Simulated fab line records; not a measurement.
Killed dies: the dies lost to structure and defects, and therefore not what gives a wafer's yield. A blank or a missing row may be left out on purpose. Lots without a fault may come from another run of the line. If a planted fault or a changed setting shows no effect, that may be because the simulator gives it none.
Split-lot study    flow n5-finfet    route with 1938 steps; 7 lots, 39 wafers read

== ABOUT THE SPLIT ==
At N5_MOL_CONTACT_COAG_ALD_131 (deposits SiO2, target thk 5 nm, pulse time 1 s, co reactant pulse time 1 s), the setting ald-cycles was moved away from the recipe's 35 on 12 of the 39 wafers read, by +5.7% to +11.4%. All remaining wafers had this setting at the recipe value.

The reading comes from the split's own step.

== THE READING ==
SiO2_of_MOL_CONTACT_COAG_ALD_131.thk-nm (the simulator's own value, which no gauge read), in nm, at N5_MOL_CONTACT_COAG_ALD_131 (deposits SiO2, target thk 5 nm, pulse time 1 s, co reactant pulse time 1 s). The file does not state a usual value for it.

wafer   tool, chamber at the split  ald-cycles as run  against the recipe  SiO2_of_MOL_CONTACT_COAG_ALD_131.thk-nm, nm  against lot-mates on the recipe
L074.1  ald-sin-02, 2,0,0           35                 recipe              5                                            -
L074.3  ald-sin-02, 2,0,0           35                 recipe              5                                            -
L074.6  ald-sin-02, 2,0,0           35                 recipe              5                                            -
L074.2  ald-sin-02, 1,3,3           39                 +11.4%              5.6                                          +0.6
L074.4  ald-sin-02, 1,3,3           39                 +11.4%              5.6                                          +0.6
L074.5  ald-sin-02, 1,3,3           39                 +11.4%              5.6                                          +0.6
L080.1  ald-sin-03, 1,0,1           35                 recipe              5                                            -
L080.4  ald-sin-03, 1,0,1           35                 recipe              5                                            -
L080.5  ald-sin-03, 1,0,1           35                 recipe              5                                            -
L083.1  ald-sin-03, 0,3,2           35                 recipe              5                                            -
L083.3  ald-sin-03, 0,3,2           35                 recipe              5                                            -
L083.4  ald-sin-03, 0,3,2           35                 recipe              5                                            -
L083.2  ald-sin-03, 1,3             37                 +5.7%               5.4                                          +0.4
L083.5  ald-sin-03, 1,3             37                 +5.7%               5.4                                          +0.4
L083.6  ald-sin-03, 0               37                 +5.7%               5.2                                          +0.2
L086.1  ald-sin-01, 0,1,2           35                 recipe              5                                            -
L086.2  ald-sin-01, 0,1,2           35                 recipe              5                                            -
L086.3  ald-sin-01, 0,1,2           35                 recipe              5                                            -
L086.4  ald-sin-01, 3,1,0           38                 +8.6%               5.4                                          +0.4
L086.5  ald-sin-01, 3,1,0           38                 +8.6%               5.4                                          +0.4
L086.6  ald-sin-01, 3,1,0           38                 +8.6%               5.4                                          +0.4
L089.1  ald-sin-03, 1,3,0,2,3,2     35                 recipe              5                                            -
L089.2  ald-sin-03, 1,3,0,2,3,2     35                 recipe              5                                            -
L089.3  ald-sin-03, 1,3,0,2,3,2     35                 recipe              5                                            -
L089.4  ald-sin-03, 1,3,0,2,3,2     35                 recipe              5                                            -
L089.5  ald-sin-03, 1,3,0,2,3,2     35                 recipe              5                                            -
L089.6  ald-sin-03, 1,3,0,2,3,2     35                 recipe              5                                            -
L090.1  ald-sin-02, 1,2             37                 +5.7%               5.2                                          +0.2
L090.2  ald-sin-02, 1,2             37                 +5.7%               5.2                                          +0.2
L090.3  ald-sin-02, 3,0,3           35                 recipe              5                                            -
L090.4  ald-sin-02, 3,0,3           35                 recipe              5                                            -
L090.5  ald-sin-02, 3,0,3           35                 recipe              5                                            -
L090.6  ald-sin-02, 2               37                 +5.7%               5.4                                          +0.4
L096.1  ald-sin-02, 3,1,0,2,0,1     35                 recipe              5                                            -
L096.2  ald-sin-02, 3,1,0,2,0,1     35                 recipe              5                                            -
L096.3  ald-sin-02, 3,1,0,2,0,1     35                 recipe              5                                            -
L096.4  ald-sin-02, 3,1,0,2,0,1     35                 recipe              5                                            -
L096.5  ald-sin-02, 3,1,0,2,0,1     35                 recipe              5                                            -
L096.6  ald-sin-02, 3,1,0,2,0,1     35                 recipe              5                                            -
If several chambers appear in one row, that row covers several wafers at once and the file leaves open which wafer was in which chamber.

FIT RESULTS
A straight line over all 39 wafers: SiO2_of_MOL_CONTACT_COAG_ALD_131.thk-nm changes by +0.0509 nm for each +1% of ald-cycles; r = +0.98; the points scatter about the line by 0.042 nm.
The same after taking each lot's own level away (the mean of its wafers on the recipe; 39 wafers): +0.0509 nm for each +1%; r = +0.98; scatter 0.042 nm.
Per that fit: largest ald-cycles move, reading shift of 0.58 nm.
The lots' own levels span 5.00 to 5.00 nm.
Hence the lot-to-lot level has little effect on the slope; both slopes agree.
Check: for one of the wafers moved furthest among these (+11.4%), held out of the fit, the line's prediction against its lot-mates is +0.578 nm. Against them it came out at +0.6 nm.

== OTHER SPLITS ON THESE WAFERS ==
These wafers also went through other splits before the reading. Each is held against what the fit with the lots' levels taken away leaves over:
other split on the same wafers  wafers away from the commonest value  r with SiO2_of_MOL_CONTACT_COAG_ALD_131.thk-nm (lot level and that fit taken away)
N5_DUMMY_GATE_ETCH_37 source-w  9                                     +0.18
N5_SD_EPI_P_EPI_21 temp-c       12                                    -0.14
N5_HKMG_FIN_ETCH_31 bias-w      15                                    +0.09
N5_GATE_CUT_ALD_22 ald-cycles   15                                    +0.21

== FILE'S OWN FIT ==
SiO2_of_MOL_CONTACT_COAG_ALD_131.thk-nm changes by +0.0509 nm for each +1% of ald-cycles, r = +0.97.
